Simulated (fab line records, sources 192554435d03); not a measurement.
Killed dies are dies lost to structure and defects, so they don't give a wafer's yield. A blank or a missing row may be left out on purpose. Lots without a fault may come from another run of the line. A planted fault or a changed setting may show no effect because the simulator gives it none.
Chamber matching | flow n5_finfet | N5_HKMG_FIN_ALD_36 on ald_metal-03: 4 sister chambers
The step deposits TiN, target thk 1 nm, pulse time 1 s, purge time 3 s. 4 wafers are shown with their chamber, then 10 later ones without.

WAFERS WITH THEIR CHAMBER
wafer  | chamber | heater_power_outer_w (W)
L084.1 | 1       | 523
L084.4 | 0       | 461
L087.1 | 2       | 532
L087.4 | 3       | 678

WAFERS WITHOUT THEIR CHAMBER
wafer  | heater_power_outer_w (W)
L087.5 | 454
L088.2 | 672
L088.5 | 464
L088.6 | 550
L091.1 | 681
L091.3 | 444
L091.5 | 456
L094.1 | 512
L094.5 | 517
L094.6 | 467

WHICH CHAMBER EACH WENT THROUGH
wafer  | from the rows above     | in truth
L087.5 | 0                       | 0
L088.2 | 3                       | 3
L088.5 | 0                       | 0
L088.6 | can't be placed: 2 or 1 | 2
L091.1 | 3                       | 3
L091.3 | 0                       | 0
L091.5 | 0                       | 0
L094.1 | can't be placed: 1 or 2 | 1
L094.5 | can't be placed: 1 or 2 | 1
L094.6 | 0                       | 0
Placed correctly: 7 of 10. Can't be placed from these rows: 3 (the true chamber is among the candidates in 3). Placed wrongly: 0.
How it was worked out, from the rows above alone: a wafer's distance from a chamber is the root of the sum, over the readings, of the square of ((its reading less the chamber's mean) divided by the reading's scatter). The wafer belongs to the nearest chamber; if the next one is less than 2 further off, it can't be placed. A chamber's mean is the mean of its shown wafers. The scatter: with one shown wafer a chamber, the root of the mean of the squares of how far each hidden wafer lies from its nearest shown one.
